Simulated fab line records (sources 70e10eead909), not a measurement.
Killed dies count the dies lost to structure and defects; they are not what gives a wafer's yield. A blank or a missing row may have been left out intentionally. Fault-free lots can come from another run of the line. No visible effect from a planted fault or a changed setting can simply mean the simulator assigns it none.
The tool behind it: which one?	flow nandHarc	33 wafers from 11 lots sampled at 3 of the route's 1302 steps

== WHAT THE GAUGES READ, wafer by wafer ==
NHARC_A_SLIT_CD_MEAS_09: the cd target is 300 nm.
lot	measured	on	cdNm (nm)
L737	day 19 16:54	cdSem-02	300.0 299.6 299.8
L739	day 20 13:29	cdSem-03	300.1 300.0 300.1
L740	day 20 13:39	cdSem-03	300.0 299.9 300.4
L738	day 22 19:11	cdSem-01	300.2 299.9 299.5
L750	day 25 12:23	cdSem-03	295.7 295.7 295.9
L752	day 25 20:17	cdSem-03	297.1 297.0 296.7
L753	day 25 22:36	cdSem-01	299.7 299.7 299.6
L751	day 25 23:13	cdSem-01	296.3 296.8 296.4
L754	day 26 09:08	cdSem-01	300.1 300.2 300.5
L758	day 28 16:12	cdSem-02	300.4 300.8 300.4
L759	day 28 18:23	cdSem-01	299.8 299.8 300.1

== TOOL THAT RAN EACH LOT (tool first, then ch and the chambers of the sampled wafers, then the start) ==
lot	NHARC_A_SLIT_DEP_00	NHARC_A_SLIT_EXPOSE_06
L737	aclDep-01 ch 0, day 19 13:08	arfiScanner-03 ch 0, day 19 16:46
L739	aclDep-02 ch 0, day 20 08:41	arfiScanner-02 ch 0, day 20 13:21
L740	aclDep-03 ch 0, day 20 08:46	arfiScanner-01 ch 0, day 20 13:30
L738	aclDep-02 ch 0, day 22 14:43	arfiScanner-03 ch 0, day 22 19:02
L750	aclDep-03 ch 0, day 25 08:00	arfiScanner-03 ch 0, day 25 12:15
L752	aclDep-02 ch 0, day 25 15:56	arfiScanner-03 ch 0, day 25 20:08
L753	aclDep-01 ch 0, day 25 18:08	arfiScanner-02 ch 0, day 25 22:28
L751	aclDep-03 ch 0, day 25 18:46	arfiScanner-03 ch 0, day 25 23:04
L754	aclDep-03 ch 0, day 26 05:17	arfiScanner-02 ch 0, day 26 09:00
L758	aclDep-03 ch 0, day 28 11:40	arfiScanner-02 ch 0, day 28 16:04
L759	aclDep-01 ch 0, day 28 14:03	arfiScanner-01 ch 0, day 28 18:14
- NHARC_A_SLIT_DEP_00: deposits aC, target thk 6200 nm.
- NHARC_A_SLIT_EXPOSE_06: exposes mask SLIT.

== THE ANSWER, worked out from the rows above alone ==
Rule: the usual values come from the lots themselves. Put in order of their means at a reading, lots are off if they are a third of the lots or fewer, leave a main group of 4 or more, and stand apart from it by a gap of 3 or more times the standard deviation of the main group's means; of several such gaps the widest counts. A main group is skipped when, at the precision printed for the reading in the tables above, its means are all equal. A lot without any number at a reading at which 4 lots or more have one is off too. Where the step has rows for the other lots, those lots are counted as sound.
Off at NHARC_A_SLIT_CD_MEAS_09 (cdNm): L750, L752, L751. Main group: mean 300.0 nm, sd 0.26.
A tool fits if, at a process step before that reading, it ran every lot that is off, and no sound lot after the first of them. Those tools and the gauges at NHARC_A_SLIT_CD_MEAS_09 are tried in the same way. One fits: arfiScanner-03 at NHARC_A_SLIT_EXPOSE_06. A fault onset in the window from L738 (day 22 19:02, its last sound lot) to L750 (day 25 12:15, its first lot off) fits.

== WHAT THE SIMULATOR HAD INSERTED ==
Process parameters drifting: arfiScanner-03 at NHARC_A_SLIT_EXPOSE_06, beginning at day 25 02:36. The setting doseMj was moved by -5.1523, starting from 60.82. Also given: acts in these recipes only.
Lots struck among those shown: L750, L752, L751. The rule above reached the same finding.
